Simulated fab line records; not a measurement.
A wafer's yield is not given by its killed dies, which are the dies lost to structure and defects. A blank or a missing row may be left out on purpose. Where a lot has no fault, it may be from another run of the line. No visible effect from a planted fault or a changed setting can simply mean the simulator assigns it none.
The tool behind it: which one? || flow n5Finfet || Sampling: 8 lots, 24 wafers, 3 of 1938 route steps

== WHAT EACH GAUGE READ, for each wafer ==
N5_BEOL_M3_CD_MEAS_28: target cd 25.7 nm, target cd y 23.3 nm.
{"lot": "L485", "measured": "day 7 04:43", "on": "cdSem-02", "cdNm (nm)": "25.67 25.68 25.66"}
{"lot": "L490", "measured": "day 8 09:13", "on": "cdSem-03", "cdNm (nm)": "25.73 25.73 25.71"}
{"lot": "L491", "measured": "day 8 12:46", "on": "cdSem-03", "cdNm (nm)": "24.12 24.37 23.89"}
{"lot": "L492", "measured": "day 8 19:17", "on": "cdSem-01", "cdNm (nm)": "24.19 24.72 24.66"}
{"lot": "L497", "measured": "day 9 22:59", "on": "cdSem-02", "cdNm (nm)": "25.39 26.01 25.92"}
{"lot": "L500", "measured": "day 11 03:04", "on": "cdSem-02", "cdNm (nm)": "25.72 25.47 25.65"}
{"lot": "L502", "measured": "day 12 00:19", "on": "cdSem-01", "cdNm (nm)": "25.83 25.90 25.81"}
{"lot": "L507", "measured": "day 12 14:53", "on": "cdSem-02", "cdNm (nm)": "25.61 25.47 25.48"}

== EACH LOT AND THE TOOL THAT RAN IT (in order: tool; ch and the chambers of the sampled wafers; start) ==
{"lot": "L485", "N5_BEOL_M3_ETCH_63": "rieDiel-05 ch 1,2,3, day 7 03:41", "N5_BEOL_M3_EXPOSE_25": "euvScanner-01 ch 0, day 7 04:34"}
{"lot": "L490", "N5_BEOL_M3_ETCH_63": "rieDiel-05 ch 1,2,3, day 8 08:23", "N5_BEOL_M3_EXPOSE_25": "euvScanner-01 ch 0, day 8 09:04"}
{"lot": "L491", "N5_BEOL_M3_ETCH_63": "rieDiel-05 ch 0,1, day 8 11:57", "N5_BEOL_M3_EXPOSE_25": "euvScanner-01 ch 0, day 8 12:39"}
{"lot": "L492", "N5_BEOL_M3_ETCH_63": "rieDiel-05 ch 0,3, day 8 18:35", "N5_BEOL_M3_EXPOSE_25": "euvScanner-01 ch 0, day 8 19:08"}
{"lot": "L497", "N5_BEOL_M3_ETCH_63": "rieDiel-02 ch 1,3, day 9 22:17", "N5_BEOL_M3_EXPOSE_25": "euvScanner-02 ch 0, day 9 22:50"}
{"lot": "L500", "N5_BEOL_M3_ETCH_63": "rieDiel-06 ch 0,2,3, day 11 02:13", "N5_BEOL_M3_EXPOSE_25": "euvScanner-02 ch 0, day 11 02:55"}
{"lot": "L502", "N5_BEOL_M3_ETCH_63": "rieDiel-02 ch 1,2, day 11 23:32", "N5_BEOL_M3_EXPOSE_25": "euvScanner-02 ch 0, day 12 00:10"}
{"lot": "L507", "N5_BEOL_M3_ETCH_63": "rieDiel-02 ch 0,2,3, day 12 14:10", "N5_BEOL_M3_EXPOSE_25": "euvScanner-02 ch 0, day 12 14:44"}
- N5_BEOL_M3_ETCH_63: etches SiARC in CF4, target depth 15.6 nm, time 26 s.
- N5_BEOL_M3_EXPOSE_25: exposes mask V2, defocus 5 nm.

== THE ANSWER, worked out from the rows above alone ==
Rule: usual is defined by the lots themselves. The widest of any qualifying gaps counts: lots, ordered by their means at a reading, are off when they make up no more than a third of the lots, leave a main group of 4 or more, and stand apart from it by 3 or more times the standard deviation of that group's means. If all means in a main group match to the digits the tables above print for the reading, that group is not used. A lot without any number at a reading at which 4 lots or more have one is off too. All remaining lots with rows at the step are treated as sound.
Off at N5_BEOL_M3_CD_MEAS_28 (cdNm): L491, L492. Main group: mean 25.69 nm, sd 0.11.
A tool fits if, at a process step before that reading, it ran every lot that is off, and no sound lot after the first of them. Those tools and the gauges at N5_BEOL_M3_CD_MEAS_28 are tried in the same way. 2 tools fit, rieDiel-05 at N5_BEOL_M3_ETCH_63 and euvScanner-01 at N5_BEOL_M3_EXPOSE_25, so this cannot tell which one it is.

== WHAT THE SIMULATOR HAD INSERTED ==
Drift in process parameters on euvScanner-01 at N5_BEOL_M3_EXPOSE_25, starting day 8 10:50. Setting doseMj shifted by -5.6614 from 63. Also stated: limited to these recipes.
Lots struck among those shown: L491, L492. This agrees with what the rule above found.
